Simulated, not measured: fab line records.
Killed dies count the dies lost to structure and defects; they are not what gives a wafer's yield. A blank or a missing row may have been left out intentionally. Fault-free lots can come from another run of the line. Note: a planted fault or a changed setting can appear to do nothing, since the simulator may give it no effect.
fab line records    flow nandHarc
record lots=6  wafers=18  lastDay=23
route steps=1159 shown A_STAIRCASE@722 A_SGD_CUT@747 END@1159
lots untouched by any fault: they come from a run of this same line in which no faults occurred
startH: the number of hours between the record's first day and the start of the first shown wafer of the lot    waitH: hours elapsed since this lot's preceding step    " repeats the value in the row above    L1.1+2: several wafers, shown together as one row    - value missing, or start not given    * or withheld: withheld    < > ~ a bound
route shown NAME@n: a module of which the file shows steps, and the number in the route of the first    usual: mean and standard deviation over wafers with no fault    same: alike in all rows    chamber/n: place in a boat    sites: readings site by site    _std_site: the standard deviation of these    _edge_site: inner sites' mean taken away from outer sites' mean    radiusMm: how far each site lies from the wafer's centre    mask NAME#n: copy n    behind: the last tool/chamber to shape the wafer    hold: why the lot went on hold/how many hours it stayed there/how the hold came to an end    device: names the non-switching transistor (n, p or np)    end of line: tests run on the same wafers once the route is complete    where a step has no rows: the recipe by itself    killed: not the wafer's yield, but the dies lost to structure and defects at the first sort    map: per-die view of a wafer (x killed, . not killed, _ where there is no die)
set.NAME: the setting that was run; set.NAME@STEP: the one run at that earlier step    model.NAME: the simulator's own value behind a step, which no gauge read
lots at selected steps of the route; one table per step, one row per wafer
services: a tool's chamber out of use, with start hour (startH, from the record's first day; less than 0 if before it), hours out, and reason
## steps
# step NHARC_A_STAIRCASE_PEB_439
# recipe pebTempC=115  pebTimeS=130
# step NHARC_A_STAIRCASE_DEVELOP_440
# recipe timeS=140
# step NHARC_A_STAIRCASE_HARDBAKE_442
# recipe tempC=120  timeS=140
# step NHARC_A_STAIRCASE_DESCUM_443
# recipe timeS=3  o2FlowSccm=200  arFlowSccm=0  biasPowerW=0  chemistry=O2
# step NHARC_A_STAIRCASE_ETCH_444
# recipe targetDepthA=1.02e+05  timeS=3400  c4f8FlowSccm=20  o2FlowSccm=10  arFlowSccm=withheld  rfW=600  biasW=1000  chemistry=C4F8/O2
# step NHARC_A_STAIRCASE_STRIP_446
# recipe powerW=1500  tempC=250  chemistry=O2
# step NHARC_A_STAIRCASE_STRIP_447
# recipe timeS=900  tempC=130  chemistry=SPM
# step NHARC_A_STAIRCASE_PRECLEAN_448
# recipe timeS=*  tempC=50  bathAgeMin=0  chemistry=SC1
# step NHARC_A_STAIRCASE_SRD_449
# step NHARC_A_STAIRCASE_CMP_450
# recipe targetThkNm=200  material=SiO2
# step NHARC_A_STAIRCASE_CMP_152
# usual motorCurrentA=11.6/1.1  slurryFilterDpKPa=13.50/0.14
lot.wafer  tool    chamber  startH  waitH  motorCurrentA  slurryFilterDpKPa
L320.3     cmp-03  0        293.16  0.1    10.1           13.48
L320.4     "       1        "       "      11.2           13.18
L320.6     "       0        "       "      10.5           13.76
L321.1     cmp-02  3        310.76  0.1    13.3           13.53
L321.4     "       0        "       "      10.6           13.23
L321.6     "       3        "       "      13.4           13.20
L331.2     cmp-03  0        366.45  0.1    9.8            13.69
L331.3     "       2        "       "      11.3           13.43
L331.6     "       1        "       "      11.6           13.60
L332.3     cmp-03  0        376.25  0.1    10.7           13.53
L332.2     "       1        "       "      11.8           13.20
L332.5     "       1        "       "      11.6           13.45
L337.3     cmp-02  2        402.20  0.1    11.3           13.61
L337.2     "       3        "       "      13.1           13.39
L337.5     "       2        "       "      12.0           13.46
L342.3     cmp-02  0        433.73  0.1    10.6           13.61
L342.1     "       2        "       "      12.7           13.38
L342.6     "       0        "       "      11.2           13.63
# step NHARC_A_STAIRCASE_SRD_154
# step NHARC_A_STAIRCASE_ETCH_403
# recipe targetDepthA=1082  chemistry=dHF  material=SiO2
# step NHARC_A_STAIRCASE_ETCHBACK_422
# recipe targetDepthA=400  overEtchFrac=0.3  timeS=74.286  ionEnergyEv=120  ch3fFlowSccm=50  o2FlowSccm=30  arFlowSccm=200  rfW=500  biasW=100  chemistry=CH3F/O2
# usual drypumpMotorCurrentA=5.8/0.51  oesProductAu=0.96/0.04  rfVppV=244.2/1.9  showerheadPlenumPTorr=2.46/0.13  throttleValvePct=20.664/0.011
lot.wafer  tool        chamber  startH  waitH  drypumpMotorCurrentA  oesProductAu  rfHoursCounterH  rfVppV  showerheadPlenumPTorr  throttleValvePct
L320.3     rieDiel-05  3        293.63  0.2    6.5                   0.94          47               242.2   2.29                   20.672
L320.4     "           0        "       "      4.8                   0.92          46               244.0   2.43                   20.663
L320.6     "           3        "       "      6.5                   0.94          -                241.2   2.29                   20.676
L321.1     rieDiel-12  0        311.21  0.1    6.1                   0.92          32               245.6   2.55                   20.665
L321.4     "           3        "       "      5.5                   0.94          32               245.5   2.54                   20.658
L321.6     "           1        "       "      5.9                   0.93          -                248.4   2.65                   20.676
L331.3     rieDiel-05  0        367.00  0.2    4.8                   1.01          5                244.0   2.42                   20.644
L331.2     "           3        "       "      6.5                   1.00          5                246.2   2.66                   20.653
L331.6     "           1        "       "      5.7                   1.02          -                242.0   2.41                   20.653
L332.2     rieDiel-05  1        376.71  0.1    5.7                   0.97          10               242.8   2.41                   20.659
L332.3     "           2        "       "      6.1                   0.93          10               241.9   2.33                   20.670
L332.5     "           2        "       "      6.1                   0.93          -                243.3   2.33                   20.679
L337.2     rieDiel-11  2        402.71  0.2    6.1                   0.92          10               245.6   2.63                   20.680
L337.3     "           3        "       "      6.6                   0.93          10               242.7   2.30                   20.664
L337.5     "           2        "       "      6.1                   0.92          -                247.0   2.63                   20.653
L342.1     rieDiel-12  2        434.21  0.2    5.3                   1.03          17               242.2   2.31                   20.662
L342.3     "           0        "       "      6.1                   1.00          17               245.0   2.54                   20.658
L342.6     "           2        "       "      5.4                   1.02          -                242.3   2.31                   20.652
# step NHARC_A_STAIRCASE_ETCH_423
# recipe targetDepthA=300  chemistry=dHF  material=SiO2
# step NHARC_A_STAIRCASE_ETCHBACK_157
# recipe targetDepthA=900  overEtchFrac=0.3  timeS=167.14  ionEnergyEv=120  ch3fFlowSccm=50  o2FlowSccm=30  arFlowSccm=200  rfW=500  biasW=100  chemistry=CH3F/O2
# step NHARC_A_STAIRCASE_STRIP_475
# recipe timeS=20  o2FlowSccm=500  arFlowSccm=0  biasW=0  chemistry=O2
# usual drypumpMotorCurrentA=5.9/0.53  oesProductAu=1.000/0.016  rfVppV=57.5/0.87  showerheadPlenumPTorr=3.52/0.18  throttleValvePct=17.037/0.0089
lot.wafer  tool        chamber  startH  waitH  drypumpMotorCurrentA  oesProductAu  rfHoursCounterH  rfVppV  showerheadPlenumPTorr  throttleValvePct
L320.3     rieDiel-05  3        -       -      6.5                   1.007         47               56.9    3.29                   17.053
L320.4     "           1        "       "      5.7                   0.994         49               57.5    3.48                   17.038
L320.6     "           3        "       "      6.5                   1.018         -                55.4    3.29                   17.044
L321.1     rieDiel-11  1        -       -      5.7                   1.016         48               56.8    3.75                   17.030
L321.4     "           3        "       "      6.7                   1.004         47               55.9    3.32                   17.038
L321.6     "           2        "       "      6.1                   0.984         -                56.8    3.78                   17.041
L331.2     rieDiel-05  2        -       -      6.1                   0.966         5                55.9    3.36                   17.029
L331.3     "           3        "       "      6.5                   0.991         5                58.2    3.80                   17.039
L331.6     "           2        "       "      6.1                   0.958         -                57.9    3.36                   17.029
L332.2     rieDiel-05  2        -       -      6.1                   0.977         10               57.9    3.36                   17.042
L332.3     "           1        "       "      5.7                   1.030         10               56.5    3.46                   17.049
L332.5     "           2        "       "      6.1                   0.973         -                58.2    3.36                   17.030
L337.2     rieDiel-05  1        -       -      5.7                   1.014         21               58.2    3.46                   17.030
L337.3     "           3        "       "      6.5                   1.007         22               58.6    3.80                   17.029
L337.5     "           0        "       "      4.8                   1.009         -                56.9    3.47                   17.037
L342.3     rieDiel-12  0        -       -      6.1                   0.991         17               58.3    3.63                   17.048
L342.1     "           1        "       "      5.9                   0.993         15               57.7    3.76                   17.045
L342.6     "           1        "       "      5.9                   0.984         -                57.9    3.76                   17.053
# step NHARC_A_STAIRCASE_DEP_471
# recipe targetThkA=1000  tempC=400  pressureTorr=6.5  rfW=900  teosFlowSccm=161.4  flowSccm=2650  targetThkNm=100  gas=O2  material=SiO2
# usual chamberPressureTorr=6.500/0.013  heaterPowerW=582/110  throttleValvePct=16.0/0.4
lot.wafer  tool      chamber  startH  waitH  chamberPressureTorr  heaterPowerW  throttleValvePct
L320.3     pecvd-02  0        294.41  -      6.504                593           16.2
L320.6     "         0        "       "      6.498                599           15.8
L320.4     "         1        "       "      6.491                605           15.7
L321.1     pecvd-02  2        311.84  -      6.488                659           15.9
L321.6     "         2        "       "      6.513                689           16.0
L321.4     "         1        "       "      6.486                533           15.9
L331.3     pecvd-02  0        367.72  -      6.513                660           16.0
L331.2     "         1        "       "      6.512                584           15.1
L331.6     "         2        "       "      6.474                741           16.0
L332.2     pecvd-03  2        377.34  -      6.503                584           15.9
L332.3     "         2        "       "      6.501                584           16.1
L332.5     "         1        "       "      6.505                615           16.0
L337.3     pecvd-02  0        403.36  -      6.497                625           15.7
L337.2     "         1        "       "      6.490                577           15.0
L337.5     "         2        "       "      6.496                647           16.1
L342.1     pecvd-01  1        434.86  -      6.500                474           16.0
L342.3     "         2        "       "      6.517                462           15.5
L342.6     "         1        "       "      6.497                473           16.3
# step NHARC_A_STAIRCASE_CMP_472
# recipe material=SiO2
# usual motorCurrentA=11.4/1.2  slurryFilterDpKPa=13.49/0.13
lot.wafer  tool    chamber  startH  waitH  motorCurrentA  slurryFilterDpKPa
L320.3     cmp-03  1        294.71  0.3    11.9           13.51
L320.4     "       3        "       "      9.8            13.49
L320.6     "       0        "       "      10.1           13.46
L321.4     cmp-02  3        312.17  0.2    13.3           13.37
L321.1     "       0        "       "      11.0           13.25
L321.6     "       1        "       "      11.5           13.44
L331.3     cmp-03  1        367.99  0.2    12.0           13.51
L331.2     "       3        "       "      9.6            13.49
L331.6     "       1        "       "      11.9           13.58
L332.2     cmp-03  1        377.72  0.3    11.1           13.39
L332.3     "       3        "       "      9.9            13.55
L332.5     "       0        "       "      10.8           13.49
L337.2     cmp-03  1        403.61  0.2    11.5           13.47
L337.3     "       0        "       "      10.1           13.36
L337.5     "       1        "       "      11.9           13.63
L342.1     cmp-01  2        435.11  0.2    12.4           13.32
L342.3     "       0        "       "      13.4           13.58
L342.6     "       3        "       "      11.3           13.56
# step NHARC_A_STAIRCASE_SRD_474
# step NHARC_A_SGD_CUT_DEP_00
# recipe targetThkA=500  tempC=400  targetThkNm=50  flowSccm=200  rfW=450  material=SiNx
# usual heaterPowerW=740/86
lot.wafer  tool      chamber  startH  waitH  heaterPowerW
L320.3     pecvd-02  0        295.10  0.1    782
L320.6     "         0        "       "      788
L320.4     "         1        "       "      631
L321.1     pecvd-02  2        312.53  0.1    766
L321.4     "         2        "       "      742
L321.6     "         1        "       "      754
L331.3     pecvd-02  2        368.41  0.1    818
L331.2     "         0        "       "      750
L331.6     "         2        "       "      835
L332.2     pecvd-02  0        378.21  0.2    852
L332.3     "         1        "       "      710
L332.5     "         0        "       "      830
L337.2     pecvd-04  1        404.06  0.1    723
L337.3     "         2        "       "      655
L337.5     "         2        "       "      643
L342.1     pecvd-04  0        435.57  0.1    709
L342.3     "         2        "       "      583
L342.6     "         0        "       "      721
# step NHARC_A_SGD_CUT_DEHYDRATE_01
# recipe tempC=150  timeS=120
# step NHARC_A_SGD_CUT_HMDS_02
# recipe timeS=30
# step NHARC_A_SGD_CUT_COAT_56
# recipe tempC=260  timeS=75
# step NHARC_A_SGD_CUT_COAT_57
# recipe tempC=225  timeS=65
# step NHARC_A_SGD_CUT_COAT_03
# recipe spinRpm=1500  resistThkNm=90
# step NHARC_A_SGD_CUT_SOFTBAKE_04
# recipe tempC=105  timeS=55
# step NHARC_A_SGD_CUT_EBR_05
# step NHARC_A_SGD_CUT_EXPOSE_06
# recipe na=1.35  doseMj=85.59  maskId=SGD
# step NHARC_A_SGD_CUT_PEB_07
# recipe pebTempC=100  pebTimeS=65
# step NHARC_A_SGD_CUT_DEVELOP_08
# recipe developTimeS=35  devTempC=23
# step NHARC_A_SGD_CUT_CD_MEAS_09
# recipe targetCdNm=100  landingEnergyEv=500
# usual cdNm=100.0/0.8
# same landingEnergyEv=500
lot.wafer  tool      chamber  startH  waitH  cdNm
L320.3     cdSem-03  0        295.82  -      100.3
L320.4     "         0        "       "      99.3
L320.6     "         0        "       "      99.2
L321.1     cdSem-01  0        313.12  -      98.5
L321.4     "         0        "       "      98.8
L321.6     "         0        "       "      99.2
L331.2     cdSem-01  0        369.10  -      101.9
L331.3     "         0        "       "      99.3
L331.6     "         0        "       "      100.5
L332.2     cdSem-01  0        378.78  -      99.8
L332.3     "         0        "       "      100.8
L332.5     "         0        "       "      101.3
L337.2     cdSem-02  0        404.71  -      99.5
L337.3     "         0        "       "      99.1
L337.5     "         0        "       "      99.7
L342.1     cdSem-03  0        436.34  -      99.7
L342.3     "         0        "       "      99.4
L342.6     "         0        "       "      99.7
# step NHARC_A_SGD_CUT_OVL_MEAS_10
# usual overlayXNm=0.0/0.79  overlayYNm=0.1/0.68
lot.wafer  tool        chamber  startH  waitH  overlayXNm  overlayYNm
L320.3     overlay-02  -        295.91  -      -0.1        0.4
L320.4     "           -        "       "      0.6         -0.2
L320.6     "           -        "       "      0.3         0.0
L321.1     overlay-02  -        313.21  -      -0.7        -0.7
L321.4     "           -        "       "      -0.7        -0.8
L321.6     "           -        "       "      -0.5        -1.3
L331.2     overlay-01  -        369.18  -      0.2         0.5
L331.3     "           -        "       "      -0.3        0.2
L331.6     "           -        "       "      -0.1        -0.2
L332.2     overlay-02  -        378.87  -      -0.8        0.6
L332.3     "           -        "       "      -0.9        0.9
L332.5     "           -        "       "      -0.5        0.7
L337.2     overlay-01  -        404.79  -      0.8         0.1
L337.3     "           -        "       "      0.9         0.6
L337.5     "           -        "       "      0.1         -0.2
L342.1     overlay-01  -        436.43  -      0.1         -0.4
L342.3     "           -        "       "      0.3         -1.1
L342.6     "           -        "       "      0.5         -0.3
# step NHARC_A_SGD_CUT_DESCUM_14
# recipe timeS=3  o2FlowSccm=200  arFlowSccm=0  biasPowerW=0  chemistry=O2
# step NHARC_A_SGD_CUT_ETCH_58
# recipe targetDepthA=390  overEtchFrac=0.3  timeS=65  ionEnergyEv=80  cf4FlowSccm=150  arFlowSccm=0  rfW=300  biasW=100  chemistry=CF4
# step NHARC_A_SGD_CUT_ETCH_59
# recipe targetDepthA=2600  overEtchFrac=0.25  timeS=406.25  ionEnergyEv=200  n2FlowSccm=150  h2FlowSccm=150  arFlowSccm=0  rfW=400  biasW=150  chemistry=N2/H2
# step NHARC_END_SORT_01
# recipe tempC=25
# usual killedAtArray=25/10  killedAtOther=0.6/0.91  killedAtPeriphery=3.6/2.9  killedDies=29/10  killedOpen=3.3/2  killedShort=1.9/1.5
# same grossDies=677
lot.wafer  tool       chamber  startH  waitH  killedAtArray  killedAtOther  killedAtPeriphery  killedDies  killedOpen  killedShort
L321.1     prober-01  0        467.53  2.5    34             0              4                  38          2           3
L321.4     prober-01  0        469.95  3.4    37             1              1                  39          4           4
L321.6     prober-01  0        471.57  4.0    41             1              8                  50          4           0
L332.2     prober-02  0        508.02  2.8    345            0              3                  348         1           2
L332.5     prober-02  0        510.40  3.7    334            0              3                  337         3           1
L331.6     prober-01  0        511.29  4.0    321            1              0                  322         2           3
L337.2     prober-01  0        549.12  2.8    37             1              2                  40          3           4
L337.3     prober-01  0        549.93  3.1    28             1              3                  32          4           1
L337.5     prober-01  0        551.54  3.7    31             3              3                  37          7           3
# killed by level:class
L321.1 A_CHANNEL_HOLE_D1:chamberFilmFlake=13 A_SLIT:chamberFilmFlake=8 A_CONTACT:chamberFilmFlake=4 A_STAIRCASE:chamberFilmFlake=2 P_CONTACT:geometricParticle:open=1 A_CHANNEL_FILL_D1:geometricParticle:short=1 A_SGD_CUT:geometricParticle:short=1 A_M0:geometricParticle:open=1
L321.4 A_CHANNEL_HOLE_D1:chamberFilmFlake=18 A_CONTACT:chamberFilmFlake=6 A_SLIT:chamberFilmFlake=6 P_M0:geometricParticle:short=1 A_ONON_D1:geometricParticle:open=1 A_CHANNEL_FILL_D1:geometricParticle:short=1 A_SGD_CUT:geometricParticle:short=1 A_CONTACT:geometricParticle:open=1
L321.6 A_CHANNEL_HOLE_D1:chamberFilmFlake=21 A_SLIT:chamberFilmFlake=9 A_CONTACT:chamberFilmFlake=5 P_GATE:geometricParticle:open=2 P_GATE:chamberFilmFlake=2 A_STAIRCASE:chamberFilmFlake=2 A_SGD_CUT:chamberFilmFlake=2 P_CONTACT:geometricParticle:open=1
L332.2 A_STAIRCASE:unspecified=316 A_SLIT:chamberFilmFlake=13 A_CHANNEL_HOLE_D1:chamberFilmFlake=5 A_STAIRCASE:chamberFilmFlake=4 P_GATE:chamberFilmFlake=3 A_CONTACT:chamberFilmFlake=3 A_SGD_CUT:geometricParticle:open=1 A_WL_FILL:geometricParticle:short=1
L332.5 A_STAIRCASE:unspecified=311 A_SLIT:chamberFilmFlake=12 A_CHANNEL_HOLE_D1:chamberFilmFlake=5 A_CONTACT:chamberFilmFlake=3 P_M0:geometricParticle:open=1 P_M1:geometricParticle:open=1 A_ONON_D1:geometricParticle:short=1 A_M0:geometricParticle:open=1
L331.6 A_STAIRCASE:unspecified=310 A_WL_FILL:chamberFilmFlake=3 A_WL_FILL:geometricParticle:short=2 A_CONTACT:chamberFilmFlake=2 A_CHANNEL_FILL_D1:geometricParticle:open=1 A_CONTACT:geometricParticle:open=1 A_CONTACT:geometricParticle:short=1 A_STAIRCASE:chamberFilmFlake=1
L337.2 A_SLIT:chamberFilmFlake=17 A_STAIRCASE:chamberFilmFlake=6 A_CONTACT:chamberFilmFlake=4 A_CHANNEL_HOLE_D1:chamberFilmFlake=3 A_CHANNEL_FILL_D1:geometricParticle:open=2 P_CONTACT:geometricParticle:open=1 A_SOURCE_PLATE:geometricParticle:short=1 A_CHANNEL_HOLE_D1:geometricParticle:short=1
L337.3 A_SLIT:chamberFilmFlake=13 A_CONTACT:chamberFilmFlake=6 P_ZERO_WELL:chamberFilmFlake=2 A_CHANNEL_HOLE_D1:chamberFilmFlake=2 P_GATE:geometricParticle:open=1 A_CHANNEL_HOLE_D1:geometricParticle:open=1 A_CHANNEL_FILL_D1:geometricParticle:short=1 A_CHANNEL_FILL_D1:geometricParticle:open=1
L337.5 A_SLIT:chamberFilmFlake=14 A_STAIRCASE:chamberFilmFlake=4 A_CHANNEL_HOLE_D1:geometricParticle:open=3 P_CONTACT:geometricParticle:open=2 A_CHANNEL_FILL_D1:geometricParticle:short=2 A_CHANNEL_HOLE_D1:chamberFilmFlake=2 A_BLC:chamberFilmFlake=2 THIN_TSV:chamberFilmFlake=2
# map L331.6 (x killed, . not)
____________x____________
_________.xx.xx._________
_______...xxxxxxx._______
______x.x.xxx.x...x______
_____.x....xx.x..xxx_____
____..xxxxxxxx.xxx..x____
____..xx.x.x.xx.xx..x____
___.x.xx.x..x....x.xx.___
___...xxx.xx.x.xxx....___
__x..xxx...x..xxx.x..x.__
__.x..x.x..xx...x..x.xx__
_..x.x.x.x.xxx....xxxx.._
_.....xx...xxx...xxxx..._
_.x...x....xxxx.xx.x.x.._
_.xxxx.xx.xx......x..xx._
_...x.xxx.....x...xx..x._
.xxxx....x.x..xxx.x.xx.x.
x.x.xx........xxx..x....x
..xxx.xxx..xx...xxx.x..xx
x.xxxxxx.x.x...x.x.xx.x..
x...x...xxx...x.xx....xxx
_xx.x.xxxxx..xxx.x..x.x._
_xxx...x...x..x....xx..._
_xx.xxxx.xx...xx...x.xx._
_.xx..x.....xxxx.xx.xx.._
_x...xx...x.x..xxx..x..._
__x.x.x...x..xxxxx....x__
__x.xx...x..x.x..xx.xx.__
___.xx.xx...xx...xxx.x___
___x....xxx...x....x.x___
____.xx..x.xx.......x____
____xx..x.x...xx..x.x____
_____xxxx.....xx..x._____
______xx....xxxxxx.______
_______xxx.......x_______
_________...xxxx_________
____________.____________
# map L332.2 (x killed, . not)
____________x____________
_________xxx...x_________
_______.x..xxxx.x._______
______.x...x.....x.______
_____x.xx....x....x._____
____x..xxxx.....x.x..____
____x.xxxxxxx.x..xx.x____
___xx..x..x...x..xxxxx___
___..xx.x.xxx..x.xx...___
__.xx..x....xx...x.xx.x__
__x.x..x.x.x.x.xxx.x.x.__
_.x.....xxx.x.x....x..xx_
_...x.xxx.x.x.xx.xx.x..._
_x...x.x.x...xxxxxxxxx.._
_xxxx.xx.xxxxxx.xx.x.x.._
_xx.x...xx.xx.x.xxxxx..x_
xxx.xxxx.x..xx...x.......
xxx..xxx.xxxx....x.....xx
xxxx....x.xx.x.xx.xxxx...
xxx.xx.xx...xx.x....xx..x
x.xxx.x.xx.xx..xx.xx..x.x
_.xx.xxxxxx......xxxx.x._
_x..xxxx.xx.xx.xxx.xxx.._
_.xxx....x..xxx.x...x..x_
_..x.x.xx.x....xxxx.x.x._
_.x.x..xx.x.x..x..xxx..._
__.xx...x.xxxx..xxx.xxx__
__.xx.x..xx....x.xxx.x.__
___.xx..xxxxxxx..xx.xx___
___.x.x..x.x.x.x..x.xx___
____....xx..xxx...x..____
____xx.x....xx.x.xx..____
_____.xx..xxx..x..xx_____
______xx.x..xx..x.x______
_______..xxx..x.x._______
_________x..x.xx_________
____________.____________
## services
tool        chamber  startH  hours  kind
cmp-01      -        270.42  0.3    repair
cmp-01      -        274.99  7.4    repair
cmp-02      -        280.25  1.0    repair
pecvd-01    -        290.37  2.0    repair
pecvd-03    -        292.90  13.0   pm
cmp-02      -        324.50  4.0    pm
pecvd-02    -        329.52  1.4    repair
pecvd-02    -        334.00  13.0   pm
cmp-02      -        334.00  2.6    repair
rieDiel-05  -        340.65  9.0    pm
pecvd-04    2        348.54  4.4    repair
cmp-03      -        352.13  4.0    pm
rieDiel-11  -        366.55  9.0    pm
rieDiel-05  0        372.58  1.2    repair
pecvd-04    -        376.03  13.0   pm
rieDiel-12  -        379.53  9.0    pm
rieDiel-11  1        383.84  2.7    repair
pecvd-02    -        390.66  1.6    repair
pecvd-04    0        397.12  12.1   repair
rieDiel-12  0        411.76  5.7    repair
cmp-02      -        422.50  4.0    pm
cmp-03      -        423.24  2.6    repair
pecvd-04    1        423.40  20.0   repair
cmp-02      -        432.42  0.8    repair
## key
firstSign step=NHARC_END_SORT_01  reading=killedDies  direction=up  sigmas=30  usual=29  struck=336
effect step=NHARC_END_SORT_01  reading=killedAtArray  direction=up  sigmas=29  usual=25  struck=333
moreKillsBornAt NHARC_A_STAIRCASE_CMP_152@cmp-03=937
metAt NHARC_A_STAIRCASE_CMP_152
struckWafers L331.6,L332.2,L332.5
testerLeftOut L331,L332
onsetBetween 293.16 366.45
fault kind=chamberParticleSource  tool=cmp-03  chamber=1  onsetH=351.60  steps=NHARC_A_STAIRCASE_CMP_152  ratePerVisitCm2=0.67846  endH=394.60
# testerLeftOut: of these lots the tester's yield and bins aren't shown, on N5 and GAA mostly nor the transistor test; their killed dies are dies lost to structure and defects alone, not to doping, threshold or leakage, so they don't give the yield
